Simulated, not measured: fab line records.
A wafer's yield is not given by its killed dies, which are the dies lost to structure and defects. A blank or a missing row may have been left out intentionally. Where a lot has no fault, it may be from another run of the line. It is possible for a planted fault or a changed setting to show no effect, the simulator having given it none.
Split-lot experiment	flow n5_finfet	on a route of 1938 steps: 7 lots, 21 wafers read

THE SPLIT ITSELF
At N5_BEOL_M6_COAT_22 (resist thk 30 nm), the setting spin_rpm was moved away from the recipe's 1500 rpm on 7 of the 21 wafers read, by -9.6% to +7.2%. This setting was run at the recipe's value on the other wafers.

Reading taken at the split's own step.

THE READING
CAR-EUV_of_BEOL_M6_COAT_22.thk_nm (the simulator's own value, which no gauge read), in nm, at N5_BEOL_M6_COAT_22 (resist thk 30 nm). The file gives no usual value for it. Average 30.0 nm, standard deviation 0.076 nm, over the 14 wafers here run with the recipe.

wafer	tool, chamber at the split	spin_rpm as run, rpm	against the recipe	CAR-EUV_of_BEOL_M6_COAT_22.thk_nm, nm	against lot-mates on the recipe
L074.3	litho_track-04, 0	1433	-4.5%	30.8	+0.8
L074.4	litho_track-04, 0	1433	-4.5%	30.6	+0.6
L074.6	litho_track-04, 0	1500	recipe	30	-
L075.1	litho_track-05, 0	1500	recipe	29.8	-
L075.3	litho_track-05, 0	1500	recipe	30	-
L075.4	litho_track-05, 0	1500	recipe	30	-
L077.1	litho_track-05, 0	1500	recipe	30	-
L077.3	litho_track-05, 0	1500	recipe	30	-
L077.6	litho_track-05, 0	1608	+7.2%	29	-1.0
L085.2	litho_track-04, 0	1500	recipe	30	-
L085.3	litho_track-04, 0	1500	recipe	30	-
L085.4	litho_track-04, 0	1500	recipe	30	-
L086.2	litho_track-03, 0	1356	-9.6%	31.6	+1.6
L086.3	litho_track-03, 0	1500	recipe	30	-
L086.5	litho_track-03, 0	1500	recipe	30	-
L089.1	litho_track-05, 0	1386	-7.6%	31.4	+1.2
L089.4	litho_track-05, 0	1386	-7.6%	31.4	+1.2
L089.6	litho_track-05, 0	1500	recipe	30.2	-
L093.1	litho_track-05, 0	1500	recipe	30	-
L093.6	litho_track-05, 0	1500	recipe	30	-
L093.5	litho_track-05, 0	1394	-7.1%	31	+1.0

THE FIT
A straight line over all 21 wafers: CAR-EUV_of_BEOL_M6_COAT_22.thk_nm changes by -0.162 nm for each +1% of spin_rpm; r = -0.99; the points scatter about the line by 0.1 nm.
The same after taking each lot's own level away (the mean of its wafers on the recipe; 21 wafers): -0.154 nm for each +1%; r = -0.99; scatter 0.065 nm.
The reading moves by 1.5 nm for the largest change in spin_rpm, on that fit.
Measured against the standard deviation above, the lots' own levels, which go from 29.93 to 30.20 nm, span 3.5 times it.
Consequently the slope shifts little with the lot-to-lot level, the two slopes agreeing.
Check: with one of the wafers moved furthest among these (-9.6%) left out of the fit, the line predicts +1.45 nm for it against its lot-mates. It came out at +1.6 nm against them.

ADDITIONAL SPLITS CARRIED BY THESE WAFERS
Other splits were also applied to these wafers ahead of the reading. Each is held against what the fit with the lots' levels taken away leaves over:
other split on the same wafers	wafers away from the commonest value	r with CAR-EUV_of_BEOL_M6_COAT_22.thk_nm (lot level and that fit taken away)
N5_BEOL_M5_EXPOSE_25 dose_mj	4	-0.18

FILE'S OWN FIT
CAR-EUV_of_BEOL_M6_COAT_22.thk_nm changes by -0.154 nm for each +1% of spin_rpm, r = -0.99.
